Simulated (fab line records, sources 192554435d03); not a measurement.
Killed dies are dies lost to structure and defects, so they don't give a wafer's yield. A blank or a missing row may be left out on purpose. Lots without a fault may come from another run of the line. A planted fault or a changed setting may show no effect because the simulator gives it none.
Chamber matching | flow n5_finfet | N5_BEOL_M5_ETCH_72 on rie_diel-06: 4 sister chambers
The step etches underlayer in N2/H2, target depth 6.5 nm, time 5.2 s. 18 wafers are shown with their chamber, then 9 later ones without.

WAFERS WITH THEIR CHAMBER
wafer  | chamber | showerhead_plenum_p_Torr (Torr) | oes_product_au (a.u.) | throttle_valve_pct (%)
L075.1 | 3       | 2.51                            | 0.58                  | 18.35
L075.2 | 0       | 2.42                            | 0.62                  | 18.16
L075.3 | 1       | 2.49                            | 0.78                  | 17.94
L075.4 | 2       | 2.41                            | 0.58                  | 17.89
L075.5 | 0       | 2.42                            | 0.62                  | 18.16
L075.6 | 1       | 2.49                            | 0.78                  | 17.92
L074.1 | 2       | 2.41                            | 0.57                  | 17.89
L074.3 | 0       | 2.42                            | 0.61                  | 18.19
L074.5 | 0       | 2.42                            | 0.60                  | 18.18
L076.1 | 0       | 2.42                            | 0.61                  | 18.20
L076.3 | 2       | 2.41                            | 0.57                  | 17.94
L076.4 | 3       | 2.50                            | 0.58                  | 18.38
L083.1 | 3       | 2.50                            | 0.58                  | 18.37
L083.4 | 0       | 2.42                            | 0.60                  | 18.19
L083.5 | 2       | 2.40                            | 0.58                  | 17.91
L079.1 | 3       | 2.50                            | 0.57                  | 18.37
L079.5 | 3       | 2.50                            | 0.59                  | 18.38
L079.6 | 2       | 2.40                            | 0.57                  | 17.90

SIGNATURES (means of the wafers above)
reading                  | chamber 0 | chamber 1 | chamber 2 | chamber 3 | scatter within a chamber
showerhead_plenum_p_Torr | 2.4200    | 2.4900    | 2.4060    | 2.5020    | 0.00378
oes_product_au           | 0.6100    | 0.7800    | 0.5740    | 0.5800    | 0.00717
throttle_valve_pct       | 18.1800   | 17.9300   | 17.9060   | 18.3700   | 0.0167
Rule: a wafer's distance from a chamber is the root of the sum, over the readings, of the square of ((its reading less the chamber's mean) divided by the reading's scatter). The wafer belongs to the nearest chamber; if the next one is less than 2 further off, it can't be placed. The scatter: the root of (the sum of the squares of (reading less its chamber's mean) over the shown wafers, divided by (wafers less chambers)).

WAFERS WITHOUT THEIR CHAMBER
wafer  | showerhead_plenum_p_Torr (Torr) | oes_product_au (a.u.) | throttle_valve_pct (%)
L088.3 | 2.72                            | 0.84                  | 17.48
L088.5 | 2.48                            | 0.74                  | 17.99
L088.6 | 2.72                            | 0.84                  | 17.49
L092.3 | 2.48                            | 0.72                  | 17.99
L092.5 | 2.48                            | 0.73                  | 17.97
L092.6 | 2.72                            | 0.82                  | 17.49
L095.2 | 2.71                            | 0.78                  | 17.52
L095.5 | 2.71                            | 0.77                  | 17.50
L095.6 | 2.49                            | 0.83                  | 17.97

WHICH CHAMBER EACH WENT THROUGH
wafer  | from the rows above | in truth
L088.3 | 1                   | 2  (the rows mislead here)
L088.5 | 1                   | 1
L088.6 | 1                   | 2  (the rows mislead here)
L092.3 | 1                   | 1
L092.5 | 1                   | 1
L092.6 | 1                   | 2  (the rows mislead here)
L095.2 | 1                   | 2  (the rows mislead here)
L095.5 | 1                   | 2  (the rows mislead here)
L095.6 | 1                   | 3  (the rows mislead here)
Placed correctly: 3 of 9. Can't be placed from these rows: 0. Placed wrongly: 6.
